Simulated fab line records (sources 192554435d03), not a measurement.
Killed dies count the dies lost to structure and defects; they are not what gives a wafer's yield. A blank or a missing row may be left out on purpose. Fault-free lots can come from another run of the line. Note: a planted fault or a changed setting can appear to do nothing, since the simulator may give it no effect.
Matching of chambers | flow n5Finfet | N5_HKMG_FIN_ALD_21 on aldMetal-03 has 4 sister chambers
The step deposits TiN, target thk 1.5 nm, pulse time 1 s, purge time 3 s. 16 wafers are shown with their chamber, then 8 later ones without.

== WAFERS, EACH WITH ITS CHAMBER ==
wafer  | chamber | heaterPowerW (W) | precursorPulseHeightRel
L074.2 | 1       | 937              | 1.015
L074.5 | 0       | 785              | 1.012
L074.6 | 1       | 923              | 0.986
L077.1 | 2       | 879              | 1.004
L077.3 | 0       | 786              | 1.028
L077.5 | 3       | 682              | 1.018
L079.1 | 3       | 670              | 0.996
L079.4 | 0       | 802              | 1.010
L079.6 | 2       | 872              | 0.987
L080.1 | 1       | 909              | 1.021
L080.3 | 0       | 780              | 0.983
L080.6 | 1       | 925              | 0.982
L081.1 | 3       | 669              | 1.004
L081.4 | 2       | 868              | 1.001
L081.6 | 1       | 908              | 0.979
L082.1 | 0       | 788              | 0.984

SIGNATURES (averages over the wafers above)
reading                 | chamber 0 | chamber 1 | chamber 2 | chamber 3 | scatter within a chamber
heaterPowerW            | 788.20    | 920.40    | 873.00    | 673.67    | 9.25
precursorPulseHeightRel | 1.00340   | 0.99660   | 0.99733   | 1.00600   | 0.0171
Rule: for each reading, subtract the chamber's mean from the wafer's reading, divide by that reading's scatter and square the result; add these up over the readings and take the root, which gives the wafer's distance from the chamber. If the next closest chamber is less than 2 further off than the closest, the wafer can't be placed; otherwise it belongs to the closest. The scatter: take each reading less its chamber's mean, square it, sum over the shown wafers, divide by the number of wafers less the number of chambers, and take the root.

== WAFERS WITH NO CHAMBER GIVEN ==
wafer  | heaterPowerW (W) | precursorPulseHeightRel
L082.4 | 929              | 0.957
L082.6 | 671              | 1.019
L083.1 | 857              | 1.006
L083.2 | 670              | 1.013
L083.4 | 788              | 0.972
L090.1 | 785              | 1.013
L090.3 | 923              | 0.968
L090.6 | 655              | 1.012

== WHICH CHAMBER EACH ONE RAN IN ==
wafer  | from the rows above | in truth
L082.4 | 1                   | 1
L082.6 | 3                   | 3
L083.1 | 2                   | 2
L083.2 | 3                   | 3
L083.4 | 0                   | 0
L090.1 | 0                   | 0
L090.3 | 1                   | 1
L090.6 | 3                   | 3
8 of 8 placed correctly. Can't be placed from these rows: 0. Placed wrongly: 0.
